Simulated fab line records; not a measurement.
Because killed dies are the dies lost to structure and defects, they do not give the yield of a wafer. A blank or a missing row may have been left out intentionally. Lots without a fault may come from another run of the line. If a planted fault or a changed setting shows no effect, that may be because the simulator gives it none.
One fault through the eyes of 3 desks + flow nand_harc + every desk sees just its own numbers, and what lay behind them comes last

## THE DEFECT DESK
Counts from the inspections along the route, per lot, as means over the sampled wafers that have a number. If a lot's mean is further than 4 standard deviations from the usual mean, the lot is out of limits and carries the mark OUT (the distance appears in the brackets).
Columns: A = raw_defect_count at NHARC_P_STI_INSPECT_11, usual 5.2
| lot  | first seen here | A    |
|------|-----------------|------|
| L111 | day 2 18:10     | 6.7  |
| L112 | day 3 08:45     | 6.7  |
| L113 | day 3 14:33     | 7.0  |
| L114 | day 4 00:49     | 2.3  |
| L115 | day 4 12:04     | 2.0  |
| L118 | day 5 16:58     | 4.0  |
| L119 | day 6 06:08     | 4.0  |
| L120 | day 6 12:28     | 7.0  |
| L121 | day 7 00:29     | 6.3  |
| L122 | day 7 13:47     | 5.7  |
| L124 | day 8 05:34     | 3.3  |
| L125 | day 8 16:39     | 12.0 |
| L132 | day 11 14:22    | 6.0  |
Finding of this desk: none of the 13 lots has anything out of limits.

## METROLOGY DESK
Lot by lot, what the gauges showed, no matter which tool ran the lot: averages of those sampled wafers that carry a number. If a lot's mean is further than 4 standard deviations from the usual mean, the lot is out of limits and carries the mark OUT (the distance appears in the brackets).
Columns: A = cd_nm at NHARC_P_ZERO_WELL_CD_MEAS_52, usual 1999.4 nm; B = cd_nm at NHARC_P_STI_CD_MEAS_09, usual 199.1 nm; C = trench_depth_nm at NHARC_P_STI_OCD_MEAS_17, usual 299 nm; D = trench_foot_cd_nm at NHARC_P_STI_OCD_MEAS_17, usual 157.3 nm
| lot  | first seen here | A      | B     | C   | D     |
|------|-----------------|--------|-------|-----|-------|
| L111 | day 2 01:38     | 2003.2 | 200.2 | 298 | 158.7 |
| L112 | day 2 13:37     | 2000.5 | 200.4 | 301 | 158.3 |
| L113 | day 2 21:58     | 1999.2 | 197.1 | 299 | 155.4 |
| L114 | day 3 07:38     | 1999.5 | 198.1 | 300 | 156.3 |
| L115 | day 3 17:38     | 1997.4 | 200.3 | 301 | 158.3 |
| L118 | day 4 23:53     | 1998.1 | 195.6 | 295 | 154.5 |
| L119 | day 5 09:52     | 1998.1 | 197.0 | 300 | 155.1 |
| L120 | day 5 19:36     | 1999.1 | 199.8 | 304 | 157.1 |
| L121 | day 6 05:44     | 1999.2 | 198.9 | 300 | 157.0 |
| L122 | day 6 19:02     | 1999.9 | 200.9 | 297 | 159.1 |
| L124 | day 7 11:50     | 1996.2 | 201.1 | 303 | 159.0 |
| L125 | day 7 21:44     | 1998.6 | 199.8 | 297 | 158.5 |
| L132 | day 10 19:54    | 1999.4 | 199.3 | 284 | 159.9 |
Finding of this desk: none of the 13 lots has anything out of limits.

## DESK OF THE TOOL OWNER: rie_si-05
The tool's own readings at NHARC_P_STI_ETCH_15 (etches the open film in HBr/Cl2, target depth 300 nm, time 100.1 s): means of the sampled wafers that have a number, for each lot that ran on this tool. If a lot's mean is further than 4 standard deviations from the usual mean, the lot is out of limits and carries the mark OUT (the distance appears in the brackets).
Columns: A = drypump_motor_current_A at NHARC_P_STI_ETCH_15, usual 5.6 A; B = oes_product_au at NHARC_P_STI_ETCH_15, usual 0.998 a.u.; C = throttle_valve_pct at NHARC_P_STI_ETCH_15, usual 26.406 %
| lot  | first seen here | A   | B     | C      |
|------|-----------------|-----|-------|--------|
| L113 | day 3 14:58     | 5.6 | 0.998 | 26.401 |
| L119 | day 6 06:34     | 5.5 | 0.998 | 26.402 |
| L121 | day 7 00:54     | 5.4 | 1.003 | 26.411 |
| L132 | day 11 14:49    | 5.6 | 0.962 | 26.408 |
Finding of this desk: none of the 4 lots has anything out of limits.

## TAKEN TOGETHER
The defect desk saw nothing out of limits.
Nothing out of limits was seen by the metrology desk.
Nothing out of limits was seen by the tool owner's desk.

## WHAT THE SIMULATOR HAD PUT IN
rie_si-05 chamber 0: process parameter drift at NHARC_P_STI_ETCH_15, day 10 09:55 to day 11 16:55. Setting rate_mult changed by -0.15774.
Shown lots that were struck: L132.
